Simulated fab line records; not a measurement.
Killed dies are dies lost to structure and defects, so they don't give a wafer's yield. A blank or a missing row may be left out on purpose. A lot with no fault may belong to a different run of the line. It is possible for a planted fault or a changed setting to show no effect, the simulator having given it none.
Chamber matching + flow nand_harc + rie_diel-06 running NHARC_A_STAIRCASE_TRIM_220: 4 sister chambers
The step chemistry O2, time 211.2 s. 24 wafers are shown with their chamber, then 12 later ones without.

## WAFERS, EACH WITH ITS CHAMBER
| wafer  | chamber | showerhead_plenum_p_Torr (Torr) | drypump_motor_current_A (A) | oes_product_au (a.u.) |
|--------|---------|---------------------------------|-----------------------------|-----------------------|
| L074.2 | 1       | 3.45                            | 5.6                         | 0.992                 |
| L074.4 | 3       | 3.69                            | 4.9                         | 0.992                 |
| L074.6 | 3       | 3.69                            | 4.9                         | 0.999                 |
| L075.1 | 1       | 3.45                            | 5.7                         | 0.974                 |
| L075.3 | 3       | 3.69                            | 4.8                         | 0.983                 |
| L075.6 | 3       | 3.69                            | 4.8                         | 0.984                 |
| L077.2 | 1       | 3.44                            | 5.7                         | 0.991                 |
| L077.4 | 0       | 3.60                            | 5.6                         | 0.998                 |
| L077.5 | 3       | 3.69                            | 4.8                         | 0.995                 |
| L082.4 | 1       | 3.44                            | 5.7                         | 0.977                 |
| L082.5 | 0       | 3.60                            | 5.6                         | 0.998                 |
| L082.6 | 1       | 3.44                            | 5.7                         | 0.984                 |
| L083.2 | 0       | 3.60                            | 5.6                         | 1.005                 |
| L083.5 | 3       | 3.68                            | 4.8                         | 0.990                 |
| L083.6 | 0       | 3.60                            | 5.6                         | 1.009                 |
| L087.1 | 2       | 3.70                            | 5.5                         | 1.003                 |
| L087.5 | 1       | 3.44                            | 5.7                         | 0.974                 |
| L087.6 | 2       | 3.70                            | 5.5                         | 1.004                 |
| L086.1 | 0       | 3.59                            | 5.6                         | 1.005                 |
| L086.2 | 2       | 3.70                            | 5.5                         | 1.016                 |
| L086.5 | 1       | 3.43                            | 5.7                         | 0.988                 |
| L088.1 | 3       | 3.67                            | 4.8                         | 0.987                 |
| L088.3 | 0       | 3.59                            | 5.6                         | 0.999                 |
| L088.6 | 1       | 3.43                            | 5.7                         | 0.984                 |

SIGNATURES (means of the wafers above)
| reading                  | chamber 0 | chamber 1 | chamber 2 | chamber 3 | scatter within a chamber |
|--------------------------|-----------|-----------|-----------|-----------|--------------------------|
| showerhead_plenum_p_Torr | 3.5967    | 3.4400    | 3.7000    | 3.6857    | 0.00673                  |
| drypump_motor_current_A  | 5.600     | 5.688     | 5.500     | 4.829     | 0.0339                   |
| oes_product_au           | 1.00233   | 0.98300   | 1.00767   | 0.99000   | 0.00627                  |
Rule: for a wafer and a chamber, the distance is found by dividing, reading by reading, the gap between the wafer's reading and the chamber's mean by the reading's scatter, squaring, summing and taking the root. If the next closest chamber is less than 2 further off than the closest, the wafer can't be placed; otherwise it belongs to the closest. The scatter is the square root of a quotient: the sum, over the shown wafers, of each reading's squared deviation from its chamber's mean, divided by wafers minus chambers.

## WAFERS WITHOUT THEIR CHAMBER
| wafer  | showerhead_plenum_p_Torr (Torr) | drypump_motor_current_A (A) | oes_product_au (a.u.) |
|--------|---------------------------------|-----------------------------|-----------------------|
| L089.2 | 3.59                            | 5.6                         | 0.999                 |
| L089.5 | 3.67                            | 4.8                         | 0.989                 |
| L089.6 | 3.69                            | 5.5                         | 1.000                 |
| L091.2 | 3.69                            | 5.5                         | 1.013                 |
| L091.4 | 3.43                            | 5.7                         | 0.979                 |
| L091.6 | 3.69                            | 5.5                         | 1.008                 |
| L096.1 | 3.42                            | 5.7                         | 0.981                 |
| L096.4 | 3.66                            | 4.9                         | 0.991                 |
| L096.5 | 3.58                            | 5.6                         | 0.990                 |
| L097.3 | 3.58                            | 5.7                         | 0.997                 |
| L097.4 | 3.68                            | 5.5                         | 1.005                 |
| L097.6 | 3.68                            | 5.5                         | 1.008                 |

## CHAMBER TAKEN BY EACH
| wafer  | from the rows above | in truth |
|--------|---------------------|----------|
| L089.2 | 0                   | 0        |
| L089.5 | 3                   | 3        |
| L089.6 | 2                   | 2        |
| L091.2 | 2                   | 2        |
| L091.4 | 1                   | 1        |
| L091.6 | 2                   | 2        |
| L096.1 | 1                   | 1        |
| L096.4 | 3                   | 3        |
| L096.5 | 0                   | 0        |
| L097.3 | 0                   | 0        |
| L097.4 | 2                   | 2        |
| L097.6 | 2                   | 2        |
12 of 12 placed correctly. From these rows, 0 cannot be placed. 0 placed wrongly.
